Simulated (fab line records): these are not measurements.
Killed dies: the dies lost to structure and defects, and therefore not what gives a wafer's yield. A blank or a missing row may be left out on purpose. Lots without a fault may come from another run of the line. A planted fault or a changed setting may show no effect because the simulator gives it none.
Matching of chambers | flow nand harc | 4 sister chambers for NHARC_A_CONTACT_ETCH_90 on rie diel-08
The step etches the open film in CH3F/O2, target depth 40 nm, time 85.7 s. 27 wafers are shown with their chamber, then 12 later ones without.

WAFERS PAIRED WITH THEIR CHAMBERS
wafer  | chamber | drypump motor current A (A) | showerhead plenum p Torr (Torr) | rf vpp V (V)
L075.2 | 2       | 6.0                         | 2.44                            | 244.2
L075.3 | 1       | 6.5                         | 2.38                            | 242.8
L075.4 | 3       | 5.2                         | 2.33                            | 242.6
L076.4 | 0       | 5.6                         | 2.47                            | 245.4
L076.5 | 3       | 5.2                         | 2.33                            | 242.2
L076.6 | 0       | 5.6                         | 2.47                            | 242.9
L079.1 | 1       | 6.5                         | 2.38                            | 244.0
L079.3 | 3       | 5.2                         | 2.33                            | 243.2
L079.6 | 0       | 5.6                         | 2.47                            | 244.0
L081.2 | 0       | 5.6                         | 2.47                            | 245.4
L081.4 | 3       | 5.2                         | 2.33                            | 241.8
L081.5 | 3       | 5.2                         | 2.33                            | 243.7
L082.3 | 1       | 6.6                         | 2.38                            | 242.5
L082.5 | 2       | 6.1                         | 2.43                            | 243.1
L082.6 | 1       | 6.6                         | 2.38                            | 243.2
L083.1 | 3       | 5.2                         | 2.33                            | 241.7
L083.5 | 0       | 5.6                         | 2.47                            | 242.4
L083.6 | 3       | 5.2                         | 2.33                            | 242.8
L086.1 | 2       | 6.1                         | 2.43                            | 242.2
L086.2 | 0       | 5.6                         | 2.46                            | 245.1
L086.4 | 1       | 6.6                         | 2.37                            | 244.5
L088.2 | 1       | 6.6                         | 2.37                            | 244.3
L088.3 | 2       | 6.1                         | 2.43                            | 246.2
L088.4 | 3       | 5.2                         | 2.32                            | 240.8
L090.1 | 3       | 5.2                         | 2.32                            | 242.7
L090.5 | 3       | 5.2                         | 2.32                            | 243.5
L090.6 | 0       | 5.6                         | 2.46                            | 244.8

SIGNATURES, as means of the wafers listed above
reading                  | chamber 0 | chamber 1 | chamber 2 | chamber 3 | scatter within a chamber
drypump motor current A  | 5.600     | 6.567     | 6.075     | 5.200     | 0.0301
showerhead plenum p Torr | 2.4671    | 2.3767    | 2.4325    | 2.3270    | 0.00494
rf vpp V                 | 244.286   | 243.550   | 243.925   | 242.500   | 1.11
Rule: distance of a wafer from a chamber = root of the sum over the readings of ((wafer's reading minus chamber's mean) / reading's scatter) squared. If the next closest chamber is less than 2 further off than the closest, the wafer can't be placed; otherwise it belongs to the closest. The scatter: the root of (the sum of the squares of (reading less its chamber's mean) over the shown wafers, divided by (wafers less chambers)).

WAFERS WHOSE CHAMBER IS MISSING
wafer  | drypump motor current A (A) | showerhead plenum p Torr (Torr) | rf vpp V (V)
L093.1 | 6.6                         | 2.37                            | 242.4
L093.4 | 5.6                         | 2.46                            | 246.0
L093.6 | 5.2                         | 2.32                            | 242.1
L095.1 | 6.5                         | 2.37                            | 243.2
L095.2 | 5.6                         | 2.46                            | 244.2
L095.4 | 6.0                         | 2.43                            | 243.5
L097.3 | 5.6                         | 2.46                            | 245.0
L097.5 | 6.1                         | 2.43                            | 243.8
L097.6 | 5.2                         | 2.32                            | 242.9
L096.1 | 5.6                         | 2.46                            | 245.1
L096.3 | 6.1                         | 2.43                            | 243.6
L096.4 | 6.6                         | 2.37                            | 244.4

WHICH CHAMBER EACH ONE RAN IN
wafer  | from the rows above | in truth
L093.1 | 1                   | 1
L093.4 | 0                   | 0
L093.6 | 3                   | 3
L095.1 | 1                   | 1
L095.2 | 0                   | 0
L095.4 | 2                   | 2
L097.3 | 0                   | 0
L097.5 | 2                   | 2
L097.6 | 3                   | 3
L096.1 | 0                   | 0
L096.3 | 2                   | 2
L096.4 | 1                   | 1
Placed correctly: 12 of 12. Can't be placed from these rows: 0. Number placed wrongly: 0.
